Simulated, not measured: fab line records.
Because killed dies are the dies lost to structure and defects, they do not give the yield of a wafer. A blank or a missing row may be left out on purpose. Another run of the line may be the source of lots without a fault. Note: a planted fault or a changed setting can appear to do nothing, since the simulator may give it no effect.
A single fault, viewed from 2 desks || flow n5-finfet || numbers are kept per desk, each desk with only its own; the story behind them comes last

## METROLOGY DESK
Means of the sampled wafers that have a number, per lot and without regard to the tool the lot ran on: this is what the gauges read. Marked OUT: a lot whose mean sits more than 4 standard deviations from the usual mean, which makes it out of limits; the brackets give that distance. It has 18 readings, of which 7 appear: the earliest out of limits, and the ones furthest out on some lot.
Columns: A = HMC_CMP_THK at N5_PMOS_HMC_CHANNEL_EPI_THK_MEAS_22, usual 54.1 nm; B = DIBL_P at N5_BEOL_M4_RC_MEAS_101, usual 36 mV/V; C = IOFF_P at N5_BEOL_M4_RC_MEAS_101, usual 0.21 nA/um; D = IOFF_P_85C at N5_BEOL_M4_RC_MEAS_101, usual 3.7 nA/um; E = IOFF_P_LIN at N5_BEOL_M4_RC_MEAS_101, usual 0.100 nA/um; F = ION_P at N5_BEOL_M4_RC_MEAS_101, usual 464 uA/um; G = SS_P at N5_BEOL_M4_RC_MEAS_101, usual 73.3 mV/dec
{"lot": "L286", "first seen here": "day 1 19:53", "A": 54.9, "B": 38, "C": 0.28, "D": 4.7, "E": 0.130, "F": 469, "G": 74.0}
{"lot": "L287", "first seen here": "day 2 02:10", "A": 53.7, "B": 39, "C": 0.31, "D": 5.0, "E": 0.134, "F": 482, "G": 74.5}
{"lot": "L288", "first seen here": "day 2 07:38", "A": 54.1, "B": 37, "C": 0.22, "D": 3.9, "E": 0.104, "F": 471, "G": 73.5}
{"lot": "L289", "first seen here": "day 2 14:02", "A": 54.7, "B": 38, "C": 0.30, "D": 5.0, "E": 0.138, "F": 482, "G": 73.2}
{"lot": "L290", "first seen here": "day 2 19:35", "A": 53.8, "B": 33, "C": 0.17, "D": 3.1, "E": 0.085, "F": 462, "G": 72.0}
{"lot": "L299", "first seen here": "day 5 02:20", "A": "47.6 (-5.0) OUT", "B": "49 (+4.1) OUT", "C": "0.67 (+8.4) OUT", "D": "9.4 (+7.0) OUT", "E": 0.124, "F": "418 (-4.2) OUT", "G": "80.4 (+7.7) OUT"}
{"lot": "L300", "first seen here": "day 5 07:41", "A": "47.9 (-4.7) OUT", "B": "80 (+14) OUT", "C": "23.72 (+99 or more) OUT", "D": "162.0 (+99 or more) OUT", "E": "0.336 (+12) OUT", "F": "401 (-5.7) OUT", "G": "102.0 (+31) OUT"}
{"lot": "L301", "first seen here": "day 5 14:14", "A": 54.4, "B": 36, "C": 0.20, "D": 3.4, "E": 0.096, "F": 452, "G": 73.2}
{"lot": "L302", "first seen here": "day 5 19:46", "A": 53.2, "B": 40, "C": 0.22, "D": 3.8, "E": 0.098, "F": 459, "G": 74.1}
{"lot": "L304", "first seen here": "day 6 08:03", "A": 54.2, "B": 37, "C": 0.17, "D": 3.0, "E": 0.082, "F": 447, "G": 73.0}
{"lot": "L305", "first seen here": "day 6 15:47", "A": 55.2, "B": 37, "C": 0.23, "D": 4.0, "E": 0.108, "F": 465, "G": 74.3}
Per this desk, out of limits: L299, L300; the first was L299, day 5 02:20 (HMC_CMP_THK at N5_PMOS_HMC_CHANNEL_EPI_THK_MEAS_22). In limits: L286, L287, L288, L289, L290, L301, L302, L304, L305.

## DESK OF THE TOOL OWNER: epi-rpcvd-02
The tool's own readings at N5_PMOS_HMC_CHANNEL_EPI_EPI_20 (deposits SiGe30, target thk 59 nm): means of the sampled wafers that have a number, for each lot that ran on this tool. Marked OUT: a lot whose mean sits more than 4 standard deviations from the usual mean, which makes it out of limits; the brackets give that distance.
Columns: A = susceptor-temp-C at N5_PMOS_HMC_CHANNEL_EPI_EPI_20, usual 600.10 C
{"lot": "L287", "first seen here": "day 2 00:05", "A": 600.19}
{"lot": "L290", "first seen here": "day 2 17:58", "A": 599.70}
{"lot": "L299", "first seen here": "day 5 00:54", "A": 600.02}
{"lot": "L300", "first seen here": "day 5 06:10", "A": 600.14}
Result from this desk: across the 4 lots, nothing is out of limits.

## ALL TOGETHER
Metrology desk: alarm possible at day 5 02:20 on L299, L300.
The desk of the tool owner found nothing out of limits.
The tool owner's desk has L299, L300 on record, within its limits.
Every lot named ran N5_PMOS_HMC_CHANNEL_EPI_EPI_20 on epi-rpcvd-02.

## WHAT THE SIMULATOR HAD INSERTED
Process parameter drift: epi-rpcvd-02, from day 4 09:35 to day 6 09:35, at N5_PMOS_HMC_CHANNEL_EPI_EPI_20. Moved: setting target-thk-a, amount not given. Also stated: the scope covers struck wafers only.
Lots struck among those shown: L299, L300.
Hours from the fault's start to each desk's first reading out of limits: the metrology desk, 17.
